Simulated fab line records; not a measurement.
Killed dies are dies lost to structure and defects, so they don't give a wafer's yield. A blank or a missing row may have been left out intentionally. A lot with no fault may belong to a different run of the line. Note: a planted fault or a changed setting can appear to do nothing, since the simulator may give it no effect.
Chamber matching || flow n5_finfet || N5_BEOL_M0_SAQP_PECVD_00 on pecvd-03: 3 sister chambers
The step deposits SiCN from 3MS/NH3, target thk 8 nm, time 14 s. 3 wafers are shown with their chamber, then 9 later ones without.

== EACH WAFER AND ITS CHAMBER ==
{"wafer": "L080.2", "chamber": 2, "throttle_valve_pct (%)": 9.4}
{"wafer": "L080.3", "chamber": 0, "throttle_valve_pct (%)": 9.4}
{"wafer": "L080.6", "chamber": 1, "throttle_valve_pct (%)": 8.8}

== WAFERS WITH NO CHAMBER GIVEN ==
{"wafer": "L082.1", "throttle_valve_pct (%)": 9.0}
{"wafer": "L082.5", "throttle_valve_pct (%)": 8.9}
{"wafer": "L082.6", "throttle_valve_pct (%)": 9.5}
{"wafer": "L088.1", "throttle_valve_pct (%)": 9.5}
{"wafer": "L088.4", "throttle_valve_pct (%)": 8.8}
{"wafer": "L088.6", "throttle_valve_pct (%)": 9.6}
{"wafer": "L093.2", "throttle_valve_pct (%)": 8.8}
{"wafer": "L093.3", "throttle_valve_pct (%)": 9.4}
{"wafer": "L093.4", "throttle_valve_pct (%)": 8.9}

== WHICH CHAMBER EACH ONE RAN IN ==
{"wafer": "L082.1", "from the rows above": "can't be placed: 1 or 0 or 2", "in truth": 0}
{"wafer": "L082.5", "from the rows above": 1, "in truth": 1}
{"wafer": "L082.6", "from the rows above": "can't be placed: 0 or 2", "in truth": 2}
{"wafer": "L088.1", "from the rows above": "can't be placed: 0 or 2", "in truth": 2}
{"wafer": "L088.4", "from the rows above": 1, "in truth": 1}
{"wafer": "L088.6", "from the rows above": "can't be placed: 0 or 2", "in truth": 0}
{"wafer": "L093.2", "from the rows above": 1, "in truth": 1}
{"wafer": "L093.3", "from the rows above": "can't be placed: 0 or 2", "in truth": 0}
{"wafer": "L093.4", "from the rows above": 1, "in truth": 1}
Correct placement for 4 of the 9. Not placeable from these rows: 5 (in 5, the candidates include the true chamber). Number placed wrongly: 0.
How it was worked out, from the rows above alone: a wafer's distance from a chamber is the root of the sum, over the readings, of the square of ((its reading less the chamber's mean) divided by the reading's scatter). If the next closest chamber is less than 2 further off than the closest, the wafer can't be placed; otherwise it belongs to the closest. The mean given for a chamber averages the wafers shown for that chamber. The scatter: with one shown wafer a chamber, the root of the mean of the squares of how far each hidden wafer lies from its nearest shown one.
